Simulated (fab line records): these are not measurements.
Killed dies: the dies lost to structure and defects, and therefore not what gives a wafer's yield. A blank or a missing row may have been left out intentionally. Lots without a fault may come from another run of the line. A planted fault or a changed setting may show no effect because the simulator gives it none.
fab line records	flow nand_harc
[record] lots = 14	wafers = 42	last_day = 34
route steps=1302 shown A_STAIRCASE@883 A_SGD_CUT@906
lots with no fault: from the same line, run without faults
start_h: hours from the record's opening day to when the first of the lot's shown wafers began	wait_h: how many hours have passed since the lot's step before this one	" identical to the entry in the row above	L1.1+2: a single row standing in for several wafers	- either no value or no given start	* or withheld: withheld	< > ~ a bound
route shown NAME@n: a module of which the file shows steps, and the number in the route of the first	usual: the fault-free wafers' mean and standard deviation	same: alike in all rows	chamber/n: place in a boat	sites: the reading at each site	_std_site: standard deviation of those values	_edge_site: outer sites' mean less inner sites'	radius_mm: for every site, how far away it sits from the centre of the wafer	mask NAME#n: copy n	behind: the last tool/chamber to shape the wafer	hold: the reason the lot was held/the length of the hold in hours/how it ended	device: the n, p or np transistor that did not switch	end of line: tests of these same wafers at the route's end	a step with no rows: only its recipe	killed: not the wafer's yield, but the dies lost to structure and defects at the first sort	map: a wafer's dies, marking killed ones x, the rest . and places with no die _
set.NAME: the setting the step ran with; set.NAME@STEP: the setting that earlier step ran with	model.NAME: the simulator's own value behind a step, which no gauge read
route steps across a sampled set of lots; one table per step, one row per wafer
services: the hour from which a tool's chamber was out of use, counted from the record's first day as start_h (under 0 if before that day), plus the number of hours and why
[[steps]]
[step NHARC_A_STAIRCASE_ETCHBACK_157]
[recipe] target_depth_a = 900	over_etch_frac = 0.3	time_s = 167.14	ion_energy_ev = 120	ch3f_flow_sccm = 50	o2_flow_sccm = 30	ar_flow_sccm = 200	rf_w = 500	bias_w = 100	chemistry = CH3F/O2
[usual] bias_w = 100.0/0.31	chamber_pressure_mTorr = 25.002/0.021	drypump_motor_current_A = 5.8/0.44	oes_product_au = 0.98/0.032	rf_vpp_V = 243.9/1.8	showerhead_plenum_p_Torr = 2.43/0.12	throttle_valve_pct = 20.662/0.0083
lot.wafer	tool	chamber	start_h	wait_h	bias_w	chamber_pressure_mTorr	drypump_motor_current_A	oes_product_au	rf_hours_counter_h	rf_vpp_V	showerhead_plenum_p_Torr	throttle_valve_pct
L780.3	rie_diel-10	3	446.09	0.2	100.0	25.007	5.5	0.99	4	242.8	2.34	20.661
L780.4	"	0	"	"	100.0	25.032	5.5	1.02	8	242.6	2.36	20.657
L780.5	"	3	"	"	100.4	24.985	5.5	1.01	-	242.8	2.34	20.659
L778.1	rie_diel-08	1	446.35	0.2	99.9	25.006	6.6	0.92	19	243.3	2.41	20.661
L778.2	"	2	"	"	100.0	24.994	6.5	0.93	22	245.6	2.55	20.655
L778.4	"	3	"	"	99.9	25.014	5.7	0.94	22	243.2	2.36	20.655
L783.4	rie_diel-10	0	476.90	0.3	99.4	24.981	5.5	1.02	17	243.9	2.36	20.667
L783.2	"	1	"	"	100.0	24.993	5.3	1.01	16	245.3	2.48	20.668
L783.6	"	1	"	"	100.1	24.996	5.3	1.00	-	242.9	2.48	20.669
L781.3	rie_diel-10	2	477.20	0.3	100.0	25.013	5.5	1.01	17	242.0	2.30	20.655
L781.1	"	3	"	"	100.0	25.011	5.4	1.00	15	245.6	2.33	20.645
L781.5	"	2	"	"	100.3	25.015	5.5	1.01	-	243.7	2.30	20.656
L782.3	rie_diel-08	2	481.58	0.3	99.2	25.005	6.5	1.00	32	246.0	2.55	20.645
L782.5	"	1	"	"	99.3	25.011	6.6	1.02	-	243.9	2.40	20.663
L782.6	"	2	"	"	99.8	25.018	6.5	1.00	-	245.2	2.55	20.647
L791.2	rie_diel-07	3	562.04	0.2	99.9	25.009	5.4	0.92	23	242.7	2.34	20.667
L791.1	"	0	"	"	100.1	25.046	6.0	0.94	24	241.7	2.29	20.660
L791.4	"	1	"	"	99.9	25.022	5.3	0.92	26	245.6	2.51	20.662
L789.3	rie_diel-08	3	564.75	0.2	100.1	24.991	5.7	1.00	3	243.3	2.35	20.663
L789.5	"	2	"	"	99.9	25.030	6.5	1.01	-	246.2	2.54	20.661
L789.6	"	3	"	"	100.1	24.970	5.7	1.01	-	243.2	2.35	20.656
L795.4	rie_diel-10	0	584.40	0.1	99.5	25.010	5.5	0.98	57	243.9	2.34	20.667
L795.1	"	1	"	"	99.7	24.985	5.3	0.97	59	243.9	2.46	20.661
L795.2	"	2	"	"	99.9	25.021	5.5	0.98	58	242.1	2.29	20.687
L797.4	rie_diel-10	0	614.64	0.2	100.1	25.049	5.5	1.01	3	242.7	2.34	20.663
L797.5	"	1	"	"	99.5	25.000	5.3	0.98	-	243.5	2.46	20.666
L797.6	"	2	"	"	99.9	24.986	5.5	1.00	-	247.3	2.66	20.658
L796.3	rie_diel-07	3	614.83	0.1	99.8	25.005	5.5	0.97	40	241.8	2.33	20.672
L796.2	"	0	"	"	99.9	25.030	6.0	0.98	38	242.2	2.28	20.653
L796.1	"	2	"	"	99.5	25.036	6.2	0.98	41	245.4	2.62	20.664
L798.3	rie_diel-07	2	642.70	0.3	100.3	24.980	6.1	1.01	51	244.6	2.62	20.651
L798.5	"	3	"	"	100.2	24.970	5.4	0.99	-	243.5	2.33	20.658
L798.6	"	0	"	"	100.3	24.976	6.0	1.03	-	241.4	2.28	20.664
L800.2	rie_diel-10	1	661.82	0.2	100.0	24.999	5.3	0.98	21	243.8	2.45	20.668
L800.1	"	3	"	"	99.7	24.992	5.5	1.00	25	241.7	2.31	20.660
L800.6	"	1	"	"	99.9	25.008	5.3	0.98	-	244.0	2.45	20.668
L799.2	rie_diel-07	2	662.03	0.2	100.3	24.973	6.2	1.01	0	246.5	2.62	20.666
L799.1	"	0	"	"	100.0	24.990	5.9	0.99	0	245.4	2.66	20.652
L799.6	"	2	"	"	101.0	24.999	6.2	0.99	-	247.1	2.62	20.672
L801.4	rie_diel-10	1	664.56	0.2	99.9	24.978	5.3	0.98	22	244.8	2.45	20.683
L801.3	"	3	"	"	100.2	25.028	5.4	1.00	26	242.3	2.31	20.661
L801.5	"	1	"	"	99.9	25.026	5.3	0.98	-	244.8	2.45	20.676
[step NHARC_A_STAIRCASE_STRIP_475]
[recipe] time_s = 20	o2_flow_sccm = 500	ar_flow_sccm = 0	bias_w = 0	chemistry = O2
[usual] chamber_pressure_mTorr = 60.00/0.054	drypump_motor_current_A = 5.8/0.45	oes_product_au = 1.001/0.011	rf_vpp_V = 57.8/0.93	showerhead_plenum_p_Torr = 3.50/0.16	throttle_valve_pct = 17.035/0.0094
[same] bias_w = 0
lot.wafer	tool	chamber	start_h	wait_h	chamber_pressure_mTorr	drypump_motor_current_A	oes_product_au	rf_hours_counter_h	rf_vpp_V	showerhead_plenum_p_Torr	throttle_valve_pct
L780.3	rie_diel-10	1	-	-	60.02	5.3	0.989	7	57.9	3.56	17.051
L780.4	"	3	"	"	59.94	5.5	1.006	4	57.0	3.36	17.034
L780.5	"	0	"	"	60.01	5.5	1.010	-	58.8	3.39	17.032
L778.2	rie_diel-08	3	-	-	59.99	5.7	0.998	22	58.5	3.39	17.033
L778.1	"	1	"	"	59.96	6.6	1.004	19	57.0	3.46	17.020
L778.4	"	2	"	"	60.00	6.5	0.998	22	56.8	3.66	17.035
L783.4	rie_diel-10	1	-	-	60.06	5.3	0.997	16	58.0	3.56	17.023
L783.2	"	0	"	"	59.96	5.5	1.008	17	58.9	3.39	17.032
L783.6	"	2	"	"	59.93	5.6	1.012	-	56.5	3.31	17.044
L781.3	rie_diel-10	3	-	-	60.05	5.5	1.008	15	57.0	3.35	17.037
L781.1	"	0	"	"	60.12	5.5	1.020	17	59.0	3.39	17.026
L781.5	"	2	"	"	59.99	5.6	1.022	-	57.4	3.31	17.031
L782.3	rie_diel-08	2	-	-	60.04	6.5	1.008	32	58.5	3.65	17.053
L782.5	"	2	"	"	60.04	6.5	1.000	-	57.6	3.65	17.019
L782.6	"	3	"	"	60.02	5.7	1.001	-	57.3	3.39	17.023
L791.2	rie_diel-07	3	-	-	60.05	5.5	0.993	23	55.2	3.36	17.027
L791.1	"	0	"	"	60.02	6.0	1.005	24	56.3	3.29	17.033
L791.4	"	1	"	"	59.92	5.3	0.999	26	58.2	3.60	17.034
L789.3	rie_diel-08	1	-	-	60.01	6.6	1.005	3	57.6	3.44	17.016
L789.5	"	3	"	"	59.99	5.7	0.993	-	56.3	3.37	17.037
L789.6	"	0	"	"	60.03	6.0	0.981	-	56.9	3.71	17.036
L795.4	rie_diel-10	2	-	-	59.95	5.5	1.018	58	56.5	3.29	17.041
L795.1	"	0	"	"	59.87	5.5	1.007	57	56.7	3.36	17.059
L795.2	"	1	"	"	60.08	5.3	0.986	59	59.9	3.53	17.043
L797.4	rie_diel-10	0	-	-	60.08	5.5	1.011	3	57.5	3.36	17.020
L797.6	"	2	"	"	60.05	5.6	1.012	-	59.8	3.81	17.035
L797.5	"	3	"	"	59.92	5.5	1.011	-	57.8	3.33	17.039
L796.2	rie_diel-07	1	-	-	59.99	5.3	0.990	39	57.5	3.60	17.032
L796.1	"	3	"	"	60.03	5.5	0.982	40	57.6	3.35	17.033
L796.3	"	0	"	"	59.99	6.0	1.007	38	58.6	3.29	17.029
L798.3	rie_diel-07	2	-	-	60.06	6.2	1.008	51	58.3	3.75	17.025
L798.5	"	2	"	"	60.05	6.1	0.996	-	58.3	3.75	17.044
L798.6	"	3	"	"	60.08	5.5	0.991	-	57.9	3.35	17.026
L800.2	rie_diel-10	2	-	-	59.95	5.6	0.994	25	58.6	3.79	17.031
L800.1	"	3	"	"	60.01	5.5	1.009	25	58.2	3.32	17.030
L800.6	"	3	"	"	60.01	5.4	1.009	-	57.0	3.32	17.022
L799.1	rie_diel-07	2	-	-	60.07	6.1	0.996	0	58.5	3.75	17.034
L799.2	"	0	"	"	60.01	5.9	0.987	0	56.8	3.81	17.041
L799.6	"	1	"	"	60.08	5.3	0.983	-	58.3	3.59	17.042
L801.3	rie_diel-10	2	-	-	59.94	5.6	1.006	26	58.5	3.79	17.040
L801.4	"	3	"	"	59.97	5.5	1.021	26	57.0	3.32	17.052
L801.5	"	1	"	"	60.00	5.3	0.984	-	56.3	3.52	17.044
[step NHARC_A_SGD_CUT_ETCH_59]
[recipe] target_depth_a = 2600	over_etch_frac = 0.25	time_s = 406.25	ion_energy_ev = 200	n2_flow_sccm = 150	h2_flow_sccm = 150	ar_flow_sccm = 0	rf_w = 400	bias_w = 150	chemistry = N2/H2
[usual] bias_w = 150.0/0.47	chamber_pressure_mTorr = 29.998/0.028	drypump_motor_current_A = 5.6/0.46	oes_product_au = 0.994/0.0099	rf_vpp_V = 430.5/2.7	showerhead_plenum_p_Torr = 2.04/0.09	throttle_valve_pct = 14.170/0.0092
lot.wafer	tool	chamber	start_h	wait_h	bias_w	chamber_pressure_mTorr	drypump_motor_current_A	oes_product_au	rf_hours_counter_h	rf_vpp_V	showerhead_plenum_p_Torr	throttle_valve_pct
L780.3	rie_diel-03	1	448.41	-	150.7	29.967	6.1	0.997	14	429.0	1.98	14.171
L780.4	"	3	"	"	150.1	29.985	5.7	0.992	12	433.3	2.10	14.175
L780.5	"	1	"	"	150.7	30.018	6.1	0.998	-	428.5	1.98	14.163
L778.1	rie_diel-13	2	449.19	-	149.4	29.986	5.2	0.967	4	426.1	1.92	14.176
L778.2	"	1	"	"	150.0	30.000	5.8	0.997	4	433.1	2.13	14.160
L778.4	"	1	"	"	150.6	29.993	5.8	0.997	-	432.1	2.13	14.171
L783.2	rie_diel-13	2	479.18	-	150.2	30.021	5.2	0.968	5	426.7	1.92	14.164
L783.4	"	0	"	"	149.5	29.973	6.4	0.982	4	427.3	1.97	14.178
L783.6	"	3	"	"	150.7	30.046	5.3	0.990	-	431.4	2.11	14.156
L781.3	rie_diel-12	2	479.35	-	150.2	29.994	5.0	0.992	2	427.9	1.94	14.193
L781.1	"	1	"	"	150.2	30.010	5.3	0.992	2	431.0	2.07	14.176
L781.5	"	2	"	"	150.7	30.048	5.1	1.001	-	428.4	1.94	14.170
L782.3	rie_diel-13	2	483.66	-	149.7	30.000	5.2	0.974	6	426.4	1.92	14.169
L782.5	"	3	"	"	151.0	30.004	5.3	0.998	-	434.3	2.11	14.165
L782.6	"	0	"	"	149.6	29.965	6.4	0.995	-	428.7	1.97	14.155
L791.2	rie_diel-12	2	564.40	-	149.9	30.000	5.1	1.001	8	428.1	1.94	14.167
L791.1	"	3	"	"	150.0	30.016	5.5	0.829	7	434.1	2.20	14.173
L791.4	"	0	"	"	149.0	30.022	5.1	1.001	5	431.8	2.07	14.167
L789.3	rie_diel-12	1	566.77	-	149.9	30.016	5.3	0.821	7	430.5	2.07	14.168
L789.6	"	0	"	"	149.3	29.968	5.1	0.818	-	429.6	2.07	14.182
L789.5	"	1	"	"	150.1	29.992	5.3	0.980	-	429.5	2.07	14.179
L795.1	rie_diel-03	0	586.45	-	150.2	29.982	5.5	0.981	8	431.7	2.08	14.171
L795.2	"	1	"	"	149.9	29.929	6.1	0.994	9	428.6	1.97	14.178
L795.4	"	3	"	"	150.5	29.980	5.7	1.000	9	432.0	2.10	14.177
L797.6	rie_diel-03	2	616.79	-	149.2	30.050	6.4	0.992	-	428.6	1.94	14.172
L797.5	"	3	"	"	149.8	29.971	5.7	1.010	-	432.3	2.10	14.175
L797.4	"	0	"	"	149.3	29.982	5.5	0.984	-	431.7	2.08	14.166
L796.1	rie_diel-13	3	616.90	-	149.8	30.002	5.3	0.997	5	432.5	2.10	14.176
L796.3	"	0	"	"	150.1	29.981	6.4	0.995	4	428.4	1.97	14.157
L796.2	"	2	"	"	149.5	30.002	5.2	1.008	5	427.9	1.91	14.173
L798.3	rie_diel-12	3	644.62	-	150.6	29.974	5.5	0.997	0	435.2	2.19	14.172
L798.5	"	3	"	"	149.8	29.976	5.5	1.005	-	436.1	2.19	14.167
L798.6	"	2	"	"	149.8	30.014	5.0	1.016	-	429.0	1.94	14.162
L800.1	rie_diel-12	1	663.80	-	150.0	30.004	5.3	1.016	2	430.8	2.07	14.174
L800.2	"	2	"	"	149.0	29.992	5.0	1.012	2	428.1	1.94	14.167
L800.6	"	1	"	"	150.0	29.985	5.3	1.016	-	431.8	2.07	14.166
L799.1	rie_diel-03	2	664.07	-	150.0	30.010	6.4	0.988	2	426.8	1.94	14.169
L799.2	"	1	"	"	149.5	29.972	6.1	0.972	2	427.8	1.97	14.162
L799.6	"	3	"	"	150.2	29.952	5.7	1.008	-	432.7	2.10	14.164
L801.3	rie_diel-13	3	666.58	-	150.5	29.961	5.3	0.986	8	432.7	2.10	14.165
L801.4	"	0	"	"	148.8	29.912	6.4	0.977	7	428.3	1.96	14.156
L801.5	"	0	"	"	149.2	30.028	6.4	0.978	-	427.2	1.96	14.179
[step NHARC_A_SGD_CUT_ETCH_15]
[recipe] target_depth_a = 750	time_s = 64.3	ch3f_flow_sccm = 50	o2_flow_sccm = 30	ar_flow_sccm = 200	rf_w = 500	bias_w = 100	chemistry = CH3F/O2
[usual] bias_w = 100.0/0.31	chamber_pressure_mTorr = 25.000/0.022	drypump_motor_current_A = 5.5/0.44	oes_product_au = 0.957/0.021	rf_vpp_V = 263.9/1.8	showerhead_plenum_p_Torr = 2.46/0.1	throttle_valve_pct = 20.663/0.0082
lot.wafer	tool	chamber	start_h	wait_h	bias_w	chamber_pressure_mTorr	drypump_motor_current_A	oes_product_au	rf_hours_counter_h	rf_vpp_V	showerhead_plenum_p_Torr	throttle_valve_pct
L780.4	rie_diel-03	0	-	-	100.2	24.992	5.5	0.985	14	265.0	2.51	20.674
L780.3	"	2	"	"	100.2	25.025	6.4	0.969	14	262.3	2.35	20.659
L780.5	"	3	"	"	100.4	24.979	5.7	0.967	-	266.1	2.53	20.660
L778.2	rie_diel-13	3	-	-	100.5	25.023	5.3	0.903	4	264.0	2.54	20.663
L778.1	"	2	"	"	99.7	24.983	5.1	0.899	4	261.8	2.32	20.659
L778.4	"	1	"	"	99.9	25.009	5.8	0.910	-	265.1	2.56	20.656
L783.4	rie_diel-13	3	-	-	100.1	24.990	5.3	0.967	5	265.4	2.54	20.660
L783.2	"	0	"	"	100.0	24.983	6.4	0.939	4	262.8	2.38	20.668
L783.6	"	2	"	"	99.8	25.010	5.1	0.950	-	261.7	2.32	20.657
L781.3	rie_diel-12	0	-	-	100.3	25.030	5.1	0.914	1	264.4	2.49	20.644
L781.1	"	3	"	"	100.1	25.019	5.5	0.917	2	266.6	2.64	20.672
L781.5	"	0	"	"	100.1	25.001	5.1	0.918	-	264.5	2.49	20.667
L782.3	rie_diel-13	0	-	-	100.0	25.037	6.4	0.940	5	262.4	2.38	20.679
L782.6	"	3	"	"	99.9	24.998	5.3	0.971	-	265.7	2.53	20.666
L782.5	"	0	"	"	100.3	25.013	6.4	0.948	-	264.5	2.38	20.665
L791.1	rie_diel-12	1	-	-	100.1	25.000	5.3	0.967	7	264.2	2.49	20.658
L791.2	"	2	"	"	100.1	25.009	5.0	0.978	8	262.9	2.35	20.661
L791.4	"	3	"	"	99.9	24.987	5.5	0.942	7	266.9	2.63	20.667
L789.3	rie_diel-12	2	-	-	100.2	24.945	5.0	0.978	8	261.6	2.35	20.667
L789.5	"	3	"	"	100.4	25.014	5.5	0.968	-	268.0	2.63	20.670
L789.6	"	0	"	"	100.0	25.056	5.1	0.949	-	265.2	2.49	20.659
L795.1	rie_diel-03	3	-	-	100.2	24.961	5.7	0.974	9	264.0	2.53	20.674
L795.2	"	0	"	"	100.6	25.019	5.4	0.962	8	265.9	2.50	20.670
L795.4	"	1	"	"	99.7	24.954	6.1	0.977	9	263.2	2.38	20.664
L797.6	rie_diel-03	0	-	-	100.1	24.943	5.5	0.910	-	264.6	2.50	20.663
L797.4	"	2	"	"	99.6	25.007	6.4	0.920	-	261.9	2.34	20.669
L797.5	"	3	"	"	100.7	24.977	5.7	0.936	-	263.4	2.53	20.660
L796.2	rie_diel-13	2	-	-	99.6	25.018	5.1	0.962	5	262.2	2.32	20.681
L796.3	"	3	"	"	100.6	25.030	5.3	0.963	5	263.6	2.53	20.659
L796.1	"	1	"	"	99.6	24.990	5.7	0.997	4	264.8	2.55	20.643
L798.3	rie_diel-12	2	-	-	99.8	25.024	5.0	0.974	0	262.4	2.34	20.659
L798.5	"	2	"	"	99.9	25.002	5.0	0.972	-	263.1	2.34	20.667
L798.6	"	3	"	"	99.7	25.027	5.5	0.978	-	266.8	2.63	20.667
L800.1	rie_diel-12	3	-	-	99.9	24.990	5.5	0.958	2	267.1	2.63	20.654
L800.2	"	2	"	"	100.1	25.006	5.0	0.964	2	261.4	2.34	20.661
L800.6	"	3	"	"	99.5	24.999	5.5	0.947	-	267.4	2.63	20.676
L799.2	rie_diel-03	3	-	-	100.1	25.027	5.7	0.960	2	263.6	2.52	20.665
L799.1	"	0	"	"	99.7	24.984	5.4	0.960	2	263.4	2.50	20.662
L799.6	"	3	"	"	100.1	24.977	5.7	0.967	-	264.9	2.53	20.655
L801.4	rie_diel-13	2	-	-	100.4	24.968	5.2	0.956	7	260.7	2.32	20.668
L801.3	"	3	"	"	99.8	24.971	5.3	0.965	8	265.1	2.53	20.647
L801.5	"	0	"	"	99.9	24.988	6.4	0.956	-	263.2	2.37	20.665
[[services]]
tool	chamber	start_h	hours	kind
rie_diel-10	1	436.12	3.5	repair
rie_diel-12	-	445.40	9.0	pm
rie_diel-13	0	448.59	13.3	repair
rie_diel-03	-	458.45	9.0	pm
rie_diel-07	-	473.60	9.0	pm
rie_diel-13	-	519.00	9.0	pm
rie_diel-12	0	530.16	5.5	repair
rie_diel-08	-	546.81	9.0	pm
rie_diel-08	1	569.81	4.9	repair
rie_diel-12	0	572.92	12.8	repair
rie_diel-08	2	575.61	5.2	repair
rie_diel-03	-	590.52	2.5	repair
rie_diel-10	-	597.36	9.0	pm
rie_diel-07	3	603.48	1.4	repair
rie_diel-07	-	605.21	2.0	repair
rie_diel-12	1	613.53	6.3	repair
rie_diel-03	1	613.66	9.7	repair
rie_diel-13	1	615.49	1.7	repair
rie_diel-10	0	621.08	12.0	repair
rie_diel-12	-	622.40	9.0	pm
rie_diel-03	-	635.55	9.0	pm
rie_diel-12	0	644.48	7.1	repair
rie_diel-07	-	650.61	9.0	pm
rie_diel-12	0	655.92	9.8	repair
[[key]]
[first_sign] step = NHARC_A_SGD_CUT_ETCH_59	reading = oes_product_au	direction = down	sigmas = 17	usual = 0.994	struck = 0.823
effect none on later readings
met_at NHARC_A_SGD_CUT_ETCH_59
struck_lots L789,L791
struck_wafers L789.3,L789.6,L791.1
later_rows_left_out L789.3,L789.6,L791.1
sort_left_out L789.3,L789.6,L791.1
tester_left_out L789,L791
not_acting_at NHARC_A_STAIRCASE_ETCHBACK_157,NHARC_A_STAIRCASE_STRIP_475,NHARC_A_SGD_CUT_ETCH_15
onset_between 479.35 564.40
[fault] kind = process_parameter_drift	tool = rie_diel-12	chamber = -	onset_h = 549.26	steps = NHARC_A_SGD_CUT_ETCH_59	channel = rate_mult	offset = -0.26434	shape = step	end_h = 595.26	scope = struck_wafers_only
// tester_left_out: of these lots the tester's yield and bins aren't shown, on N5 and GAA mostly nor the transistor test; their killed dies are dies lost to structure and defects alone, not to doping, threshold or leakage, so they don't give the yield
// sort_left_out: the simulated sort isn't trusted on such a fault, so these wafers' sort isn't shown, and their yield isn't known
// later_rows_left_out: the simulator's readings of these wafers behind a module that went badly wrong aren't trusted and aren't shown, but for the sort
